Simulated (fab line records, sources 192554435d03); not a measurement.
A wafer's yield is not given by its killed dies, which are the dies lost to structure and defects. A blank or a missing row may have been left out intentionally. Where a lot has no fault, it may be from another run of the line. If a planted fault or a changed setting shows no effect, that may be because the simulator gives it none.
Split-lot experiment | flow n5Finfet | 7 lots, 39 wafers read, on a route of 1938 steps

## THE SPLIT
At N5_DUMMY_GATE_ETCH_31 (etches SiO2 in C4F6/O2, target depth 82.5 nm, time 27.5 s), the setting targetDepthA was moved away from the recipe's 825 angstrom on 12 of the 39 wafers read, by -10.1% to +7.0%. All remaining wafers had this setting at the recipe value.

The reading comes from the split's own step.

## THE READING
SOC_of_DUMMY_GATE_COAT_34.thkNm (the simulator's own value, which no gauge read), in nm, at N5_DUMMY_GATE_ETCH_31 (etches SiO2 in C4F6/O2, target depth 82.5 nm, time 27.5 s). The file gives no usual value for it. Average 51.7 nm, standard deviation 0.18 nm, over the 27 wafers here run with the recipe.

wafer  | tool, chamber at the split | targetDepthA as run, angstrom | against the recipe | SOC_of_DUMMY_GATE_COAT_34.thkNm, nm | against lot-mates on the recipe
L074.1 | rieDiel-01, 2              | 882.7                         | +7.0%              | 51.2                                | -0.5
L074.2 | rieDiel-01, 3              | 882.7                         | +7.0%              | 51.4                                | -0.3
L074.3 | rieDiel-01, 0              | 825                           | recipe             | 51.6                                | -
L074.4 | rieDiel-01, 1              | 882.7                         | +7.0%              | 51.2                                | -0.5
L074.5 | rieDiel-01, 2              | 825                           | recipe             | 51.6                                | -
L074.6 | rieDiel-01, 1              | 825                           | recipe             | 52                                  | -
L079.1 | rieDiel-03, 3              | 825                           | recipe             | 51.8                                | -
L079.2 | rieDiel-03, 1              | 825                           | recipe             | 51.8                                | -
L079.3 | rieDiel-03, 0              | 825                           | recipe             | 51.6                                | -
L079.4 | rieDiel-03, 2              | 825                           | recipe             | 52                                  | -
L079.5 | rieDiel-03, 1              | 825                           | recipe             | 51.8                                | -
L079.6 | rieDiel-03, 0              | 825                           | recipe             | 52                                  | -
L081.1 | rieDiel-01, 2              | 825                           | recipe             | 51.6                                | -
L081.2 | rieDiel-01, 3              | 741.6                         | -10.1%             | 52.6                                | +0.9
L081.3 | rieDiel-01, 0              | 825                           | recipe             | 51.8                                | -
L081.4 | rieDiel-01, 2              | 825                           | recipe             | 51.6                                | -
L081.5 | rieDiel-01, 0              | 741.6                         | -10.1%             | 52.4                                | +0.7
L081.6 | rieDiel-01, 3              | 741.6                         | -10.1%             | 52.8                                | +1.1
L082.1 | rieDiel-01, 3              | 825                           | recipe             | 51.6                                | -
L082.2 | rieDiel-01, 2              | 825                           | recipe             | 51.4                                | -
L082.5 | rieDiel-01, 1              | 825                           | recipe             | 51.2                                | -
L085.1 | rieDiel-01, 3              | 825                           | recipe             | 51.8                                | -
L085.2 | rieDiel-01, 0              | 825                           | recipe             | 51.6                                | -
L085.3 | rieDiel-01, 1              | 744.5                         | -9.8%              | 52.4                                | +0.7
L085.4 | rieDiel-01, 2              | 744.5                         | -9.8%              | 52.6                                | +0.9
L085.5 | rieDiel-01, 2              | 825                           | recipe             | 51.8                                | -
L085.6 | rieDiel-01, 1              | 744.5                         | -9.8%              | 52.4                                | +0.7
L093.1 | rieDiel-03, 1              | 825                           | recipe             | 51.8                                | -
L093.2 | rieDiel-03, 0              | 825                           | recipe             | 51.8                                | -
L093.3 | rieDiel-03, 3              | 825                           | recipe             | 51.8                                | -
L093.4 | rieDiel-03, 2              | 825                           | recipe             | 51.8                                | -
L093.5 | rieDiel-03, 0              | 825                           | recipe             | 51.8                                | -
L093.6 | rieDiel-03, 3              | 825                           | recipe             | 51.8                                | -
L095.1 | rieDiel-03, 2              | 870.2                         | +5.5%              | 51.2                                | -0.7
L095.2 | rieDiel-03, 0              | 825                           | recipe             | 52                                  | -
L095.3 | rieDiel-03, 3              | 825                           | recipe             | 51.8                                | -
L095.4 | rieDiel-03, 1              | 870.2                         | +5.5%              | 51.4                                | -0.5
L095.5 | rieDiel-03, 2              | 870.2                         | +5.5%              | 51.4                                | -0.5
L095.6 | rieDiel-03, 3              | 825                           | recipe             | 51.8                                | -

THE FIT
A straight line over all 39 wafers: SOC_of_DUMMY_GATE_COAT_34.thkNm changes by -0.0769 nm for each +1% of targetDepthA; r = -0.91; the points scatter about the line by 0.17 nm.
The same after taking each lot's own level away (the mean of its wafers on the recipe; 39 wafers): -0.0823 nm for each +1%; r = -0.95; scatter 0.13 nm.
The reading moves by 0.83 nm for the largest change in targetDepthA, on that fit.
Across the lots, their own levels run from 51.40 to 51.87 nm, a range of 2.6 times the standard deviation given above.
The two slopes agree, so the slope changes little with the lot-to-lot level.
Check: with one of the wafers moved furthest among these (-10.1%) left out of the fit, the line predicts +0.821 nm for it against its lot-mates. Against them it came out at +0.933 nm.

## OTHER SPLITS ON THESE WAFERS
Other splits were also applied to these wafers ahead of the reading. Each is held against what the fit with the lots' levels taken away leaves over:
other split on the same wafers | wafers away from the commonest value | r with SOC_of_DUMMY_GATE_COAT_34.thkNm (lot level and that fit taken away)
N5_WELL_APT_EPI_41 timeS       | 12                                   | -0.08
N5_FIN_SAQP_ETCH_65 timeS      | 18                                   | +0.24

## THE WHOLE CHAIN: every reading that the file lists as answering this split, in the file's order
step                  | what it does                                              | reading                                                                          | change (the file's fit)                | r (the file's)
N5_DUMMY_GATE_ETCH_31 | etches SiO2 in C4F6/O2, target depth 82.5 nm, time 27.5 s | etch.depthNm (the simulator's own value, which no gauge read)                    | +0.81 nm for each +1% of the setting   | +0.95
N5_DUMMY_GATE_ETCH_31 | etches SiO2 in C4F6/O2, target depth 82.5 nm, time 27.5 s | SOC_of_DUMMY_GATE_COAT_34.thkNm (the simulator's own value, which no gauge read) | -0.0824 nm for each +1% of the setting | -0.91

## THE FILE'S OWN FIT
SOC_of_DUMMY_GATE_COAT_34.thkNm changes by -0.0824 nm for each +1% of targetDepthA, r = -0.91.
